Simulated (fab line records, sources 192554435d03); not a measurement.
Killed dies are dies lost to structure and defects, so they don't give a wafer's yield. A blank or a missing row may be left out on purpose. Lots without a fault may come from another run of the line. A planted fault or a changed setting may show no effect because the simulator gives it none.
Problem report in the 8D (eight disciplines) form, filled by code | flow n5_finfet | the parts of the form that need people (team, actions taken, sign-off) are left out

1. THE PROBLEM
susceptor_temp_C at N5_PMOS_HMC_CHANNEL_EPI_EPI_20 reads a mean of 612.90 C on 6 wafers of 2 lots; wafers without a fault read 600.00 C with a standard deviation of 0.29. That is +44 standard deviations from the usual mean.
The step: deposits SiGe30, target thk 59 nm.
First seen on wafer L433.1, day 2 12:10, on epi_rpcvd-04. The record holds 30 wafers of 10 lots with a number at this step. Rule for "out", or "out of limits": more than 4 standard deviations from the usual mean. The other wafers with a number count as sound.

2. WHAT IT IS AND WHAT IT IS NOT
question                    | is                                     | is not
which readings at this step | susceptor_temp_C, susceptor_temp_C_max | -
which lots                  | L433, L440                             | L431, L432, L444, L449, L450, L451, L452, L453
which wafers of those lots  | all that have a number                 | -
read on which tools         | epi_rpcvd-04                           | epi_rpcvd-01, epi_rpcvd-03
when                        | from day 2 12:10                       | up to then (6 sound wafers); but 18 sound wafers of L444, L449, L450, L451, L452, L453 came after

3. SUSPECTS, AND WHAT RULES EACH OUT
Counting: a tool at a process step up to the reading stays a suspect if it ran every lot that is out and no sound lot after the first of them.
- epi_rpcvd-04 at N5_PMOS_HMC_CHANNEL_EPI_EPI_20 (deposits SiGe30, target thk 59 nm): ruled out as a lasting fault. Sound lots L450, L451, L452 ran on it after its first lot that is out, L433 (day 2 12:10).
Left after counting: nothing in the record.

4. THE CAUSE (what the simulator had put in)
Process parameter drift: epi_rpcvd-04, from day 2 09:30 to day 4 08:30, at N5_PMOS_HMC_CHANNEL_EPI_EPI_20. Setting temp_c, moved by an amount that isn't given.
Counting ruled it out, wrongly.

5. THE CHAIN OF EFFECTS, in route order
Each row: a reading whose mean over the struck wafers that have a number lies more than 3 standard deviations from the usual. Only readings for which the record gives a usual standard deviation are gone through. hours: the time from each lot's start at the first step in this table that gives one to its start at this step, as a median over the lots. sigmas: the change in usual standard deviations.
hours | step                           | reading              | usual    | on struck wafers | change | sigmas
0     | N5_PMOS_HMC_CHANNEL_EPI_EPI_20 | susceptor_temp_C     | 600.00 C | 612.90           | +12.90 | +44
0     | N5_PMOS_HMC_CHANNEL_EPI_EPI_20 | susceptor_temp_C_max | 601.4    | 613.9            | +12.5  | +15
The process steps in it:
- N5_PMOS_HMC_CHANNEL_EPI_EPI_20: deposits SiGe30, target thk 59 nm.
Later measuring or inspecting steps at which every struck wafer that the step has a row for has a number for every such reading, and none has moved that far: N5_BEOL_M4_RC_MEAS_101.

6. WHAT WOULD HAVE CAUGHT IT SOONER
In this record the first reading out of limits was taken at day 2 12:10, 3 hours after the fault began at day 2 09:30.
